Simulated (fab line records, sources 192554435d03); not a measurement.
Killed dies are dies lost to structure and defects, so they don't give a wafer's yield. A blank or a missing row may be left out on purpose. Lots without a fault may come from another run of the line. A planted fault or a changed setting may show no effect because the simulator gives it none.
fab line records | flow n5_finfet | part 2 of 2: steps 26 to 39 of 39
record lots=5 wafers=15 last_day=20
route steps=1938 shown BEOL_M3@996 BEOL_M4@1021
lots that met no fault: from a run of the same line without faults
start_h: hours from the record's first day to the start of the lot's first wafer shown | wait_h: hours since the lot's step before | " the same as in the row above | L1.1+2: a row that stands for several wafers | - no value, or no start given | * or withheld: withheld | < > ~ a bound
route shown NAME@n: a module of which the file shows steps, and the number in the route of the first | usual: mean/standard deviation of fault-free wafers | same: alike in all rows | chamber/n: place in a boat | sites: the reading at each site | _std_site: their standard deviation | _edge_site: outer sites' mean less inner sites' | radius_mm: how far each site lies from the wafer's centre | mask NAME#n: copy n | behind: the tool/chamber that last shaped the wafer | hold: why the lot was held/for how many hours/how that ended | device: the transistor (n, p or np) that didn't switch | end of line: the same wafers' tests at the end of the route | a step without rows: its recipe alone | killed: dies lost to structure and defects at the first sort, not the wafer's yield | map: a wafer's dies, x killed, . not, _ none there
set.NAME: the setting as run; set.NAME@STEP: as run at that earlier step | model.NAME: the simulator's own value behind a step, which no gauge read
lots at some steps of the route; a table a step, a row a wafer
services: from which hour (start_h, from the record's first day; less than 0 if before it) a tool's chamber was out of use, for how many hours, and why
## steps
# step N5_BEOL_M4_ILD_DEP_00
# recipe material=SiOC target_thk_a=790 temp_c=350 precursor=DEMS/O2 pressure_torr=5 rf_w=500 time_s=15.3
# usual heater_power_w=480/87 showerhead_plenum_p_Torr=5.692/0.015 throttle_valve_pct=11.7/0.7
# columns lot.wafer tool chamber start_h wait_h heater_power_w showerhead_plenum_p_Torr throttle_valve_pct
L075.1 pecvd-04 2 180.01 0.0 430 5.697 11.6
L075.3 " 1 " " 395 5.681 11.6
L075.4 " 0 " " 625 5.685 12.1
L082.1 pecvd-01 2 206.33 0.0 514 5.683 11.0
L082.4 " 1 " " 503 5.706 11.5
L082.5 " 0 " " 578 5.662 12.6
L087.1 pecvd-04 2 250.64 0.0 559 5.713 11.6
L087.2 " 1 " " 366 5.689 11.7
L087.5 " 1 " " 380 5.693 11.9
L096.2 pecvd-04 0 327.62 0.0 631 5.698 12.2
L096.4 " 0 " " 635 5.667 12.2
L096.6 " 1 " " 388 5.695 12.1
L095.2 pecvd-01 2 331.23 0.0 496 5.662 11.0
L095.4 " 2 " " 496 5.679 10.9
L095.5 " 1 " " 494 5.719 11.8
# step N5_BEOL_M4_THK_MEAS_01
# recipe reads=SiOC_of_BEOL_M4_ILD_DEP_00
# usual M4_ILD_THK=79.0/1.1
# columns lot.wafer tool chamber start_h wait_h M4_ILD_THK[nm]
L075.1 film_metro-01 - 180.08 0.0 78.3
L075.3 " - " " 79.1
L075.4 " - " " 80.0
L082.1 film_metro-02 - 206.39 0.0 78.1
L082.4 " - " " 78.9
L082.5 " - " " 79.0
L087.1 film_metro-01 - 250.72 0.1 78.1
L087.2 " - " " 78.0
L087.5 " - " " 79.9
L096.2 film_metro-02 - 327.69 0.1 76.3
L096.4 " - " " 77.6
L096.6 " - " " 79.2
L095.2 film_metro-01 - 331.30 0.1 78.0
L095.4 " - " " 78.5
L095.5 " - " " 80.2
# step N5_BEOL_M4_PECVD_72
# recipe material=SiO2 target_thk_a=160 temp_c=400 precursor=TEOS/O2 pressure_torr=5.5 rf_w=450 teos_flow_sccm=53.8 gas=O2 flow_sccm=3000 time_s=18
# usual heater_power_w=709/100 showerhead_plenum_p_Torr=8.77/0.058 throttle_valve_pct=21.8/1.6
# columns lot.wafer tool chamber start_h wait_h heater_power_w showerhead_plenum_p_Torr throttle_valve_pct
L075.1 pecvd-04 0 180.11 0.0 861 8.72 22.5
L075.3 " 2 " " 807 8.82 21.5
L075.4 " 2 " " 771 8.84 21.4
L082.1 pecvd-01 2 206.43 0.0 805 8.74 20.3
L082.4 " 2 " " 782 8.75 20.3
L082.5 " 1 " " 634 8.87 22.4
L087.1 pecvd-01 0 250.76 0.0 804 8.69 23.9
L087.2 " 2 " " 758 8.75 20.2
L087.5 " 1 " " 763 8.87 22.5
L096.2 pecvd-01 1 327.73 0.0 730 8.87 22.4
L096.4 " 0 " " 846 8.65 24.0
L096.6 " 1 " " 753 8.88 22.1
L095.2 pecvd-03 2 331.33 0.0 758 8.79 19.4
L095.4 " 1 " " 517 8.76 23.7
L095.5 " 0 " " 755 8.81 20.4
# step N5_BEOL_M4_HM_DEP_02
# recipe material=TiN target_thk_a=200 temp_c=25 chamber_pressure_pa=0.49996
# usual throttle_valve_pct=29.5/0.86
# columns lot.wafer tool chamber start_h wait_h throttle_valve_pct
L075.1 pvd_sputter-03 - 181.04 0.9 30.1
L075.3 " - " " 30.7
L075.4 " - " " 29.9
L082.1 pvd_sputter-02 - 208.13 1.7 27.5
L082.4 " - " " 30.2
L082.5 " - " " 30.1
L087.1 pvd_sputter-01 - 252.16 1.4 29.9
L087.2 " - " " 29.8
L087.5 " - " " 29.7
L096.2 pvd_sputter-03 - 328.18 0.4 30.1
L096.4 " - " " 29.0
L096.6 " - " " 30.6
L095.2 pvd_sputter-01 - 332.09 0.7 29.8
L095.4 " - " " 30.1
L095.5 " - " " 29.0
# step N5_BEOL_M4_COAT_61
# recipe resist=SOC temp_c=250 time_s=60 spin_rpm=1500 resist_thk_nm=60
# columns lot.wafer tool chamber start_h wait_h
L075.1+3+4 litho_track-01 0 181.16 0.1
L082.1+4+5 litho_track-02 0 208.25 0.1
L087.1+2+5 litho_track-01 0 252.29 0.1
L096.2+4+6 litho_track-01 0 328.31 0.1
L095.2+4+5 litho_track-01 0 332.21 0.1
# step N5_BEOL_M4_COAT_62
# recipe resist=SiARC temp_c=220 time_s=60 spin_rpm=1500 resist_thk_nm=12
# columns lot.wafer tool chamber start_h wait_h
L075.1+3+4 litho_track-01 0 - -
L082.1+4+5 litho_track-02 0 - -
L087.1+2+5 litho_track-01 0 - -
L096.2+4+6 litho_track-01 0 - -
L095.2+4+5 litho_track-01 0 - -
# step N5_BEOL_M4_COAT_73
# recipe resist=underlayer temp_c=205 time_s=60 spin_rpm=1500 resist_thk_nm=5
# columns lot.wafer tool chamber start_h wait_h
L075.1+3+4 litho_track-01 0 - -
L082.1+4+5 litho_track-02 0 - -
L087.1+2+5 litho_track-01 0 - -
L096.2+4+6 litho_track-01 0 - -
L095.2+4+5 litho_track-01 0 - -
# step N5_BEOL_M4_COAT_05
# recipe resist=CAR-EUV spin_rpm=1500 resist_thk_nm=30
# columns lot.wafer tool chamber start_h wait_h
L075.1+3+4 litho_track-01 0 - -
L082.1+4+5 litho_track-02 0 - -
L087.1+2+5 litho_track-01 0 - -
L096.2+4+6 litho_track-01 0 - -
L095.2+4+5 litho_track-01 0 - -
# step N5_BEOL_M4_EBR_07
# recipe solvent=PGMEA ebr_width_mm=1.5
# columns lot.wafer tool chamber start_h wait_h
L075.1+3+4 litho_track-01 0 - -
L082.1+4+5 litho_track-02 0 - -
L087.1+2+5 litho_track-01 0 - -
L096.2+4+6 litho_track-01 0 - -
L095.2+4+5 litho_track-01 0 - -
# step N5_BEOL_M4_SOFTBAKE_06
# recipe temp_c=110 time_s=60 resist=CAR-EUV
# columns lot.wafer tool chamber start_h wait_h
L075.1+3+4 litho_track-01 0 - -
L082.1+4+5 litho_track-02 0 - -
L087.1+2+5 litho_track-01 0 - -
L096.2+4+6 litho_track-01 0 - -
L095.2+4+5 litho_track-01 0 - -
# step N5_BEOL_M4_EXPOSE_08
# recipe mask_id=M4 na=0.33 source_shape=dipole sigma_inner=0.369 sigma_outer=0.767 polarization=unpolarized dose_mj=41.25
# columns lot.wafer tool chamber start_h wait_h mask
L075.1+3+4 euv_scanner-02 0 181.42 - M4#0
L082.1+4+5 euv_scanner-01 0 208.51 - M4#0
L087.1+2+5 euv_scanner-02 0 252.55 - M4#0
L096.2+4+6 euv_scanner-01 0 328.59 - M4#0
L095.2+4+5 euv_scanner-02 0 332.54 - M4#0
# step N5_BEOL_M4_PEB_09
# recipe peb_temp_c=100 peb_time_s=60 resist=CAR-EUV
# columns lot.wafer tool chamber start_h wait_h
L075.1+3+4 litho_track-04 0 181.49 0.1
L082.1+4+5 litho_track-01 0 208.58 0.1
L087.1+2+5 litho_track-01 0 252.62 0.1
L096.2+4+6 litho_track-02 0 328.65 0.1
L095.2+4+5 litho_track-01 0 332.60 0.1
# step N5_BEOL_M4_DEVELOP_10
# recipe develop_time_s=30 developer=TMAH resist=CAR-EUV rinse_liquid=surfactant_rinse dry=air_spin dev_temp_c=23
# columns lot.wafer tool chamber start_h wait_h
L075.1+3+4 litho_track-04 0 - -
L082.1+4+5 litho_track-01 0 - -
L087.1+2+5 litho_track-01 0 - -
L096.2+4+6 litho_track-02 0 - -
L095.2+4+5 litho_track-01 0 - -
# step N5_BEOL_M4_CD_MEAS_11
# recipe target_cd_nm=16.79 landing_energy_ev=500 detector=se_inlens polarity=opening
# usual cd_nm=16.76/0.23
# columns lot.wafer tool chamber start_h wait_h cd_nm
L075.1 cd_sem-03 0 181.56 - 17.35
L075.3 " 0 " " 17.07
L075.4 " 0 " " 16.85
L082.1 cd_sem-03 0 208.65 - 16.81
L082.4 " 0 " " 16.46
L082.5 " 0 " " 16.72
L087.1 cd_sem-02 0 252.69 - 16.37
L087.2 " 0 " " 16.73
L087.5 " 0 " " 16.58
L096.2 cd_sem-01 0 328.72 - 17.07
L096.4 " 0 " " 16.66
L096.6 " 0 " " 16.86
L095.2 cd_sem-01 0 332.66 - 16.53
L095.4 " 0 " " 16.56
L095.5 " 0 " " 17.08
## services
# columns tool chamber start_h hours kind
euv_scanner-02 - 159.18 1.0 pm
euv_scanner-01 - 163.66 1.0 pm
pvd_sputter-02 - 172.82 0.6 repair
rtp_anneal-01 - 176.76 2.0 pm
ecd_cu-01 - 176.88 6.2 pm
euv_scanner-01 - 184.58 4.6 pm
cmp-04 - 206.69 4.0 pm
euv_scanner-01 - 213.07 1.4 repair
euv_scanner-02 - 215.33 1.0 pm
pecvd-02 0 218.00 15.7 repair
euv_scanner-01 - 219.81 1.0 pm
cmp-04 - 224.76 4.1 repair
pecvd-02 2 228.89 4.6 repair
cvd_co-02 1 229.99 3.3 repair
pecvd-04 0 234.41 21.7 repair
euv_scanner-02 - 242.85 0.3 repair
euv_scanner-02 - 258.80 4.6 pm
euv_scanner-02 - 271.48 1.0 pm
cvd_co-01 - 288.06 0.6 repair
pvd_sputter-01 - 292.47 20.0 repair
cvd_co-01 - 293.96 6.3 repair
euv_scanner-02 - 327.63 1.0 pm
pvd_sputter-03 - 330.45 9.5 repair
pvd_sputter-01 - 332.53 0.6 repair
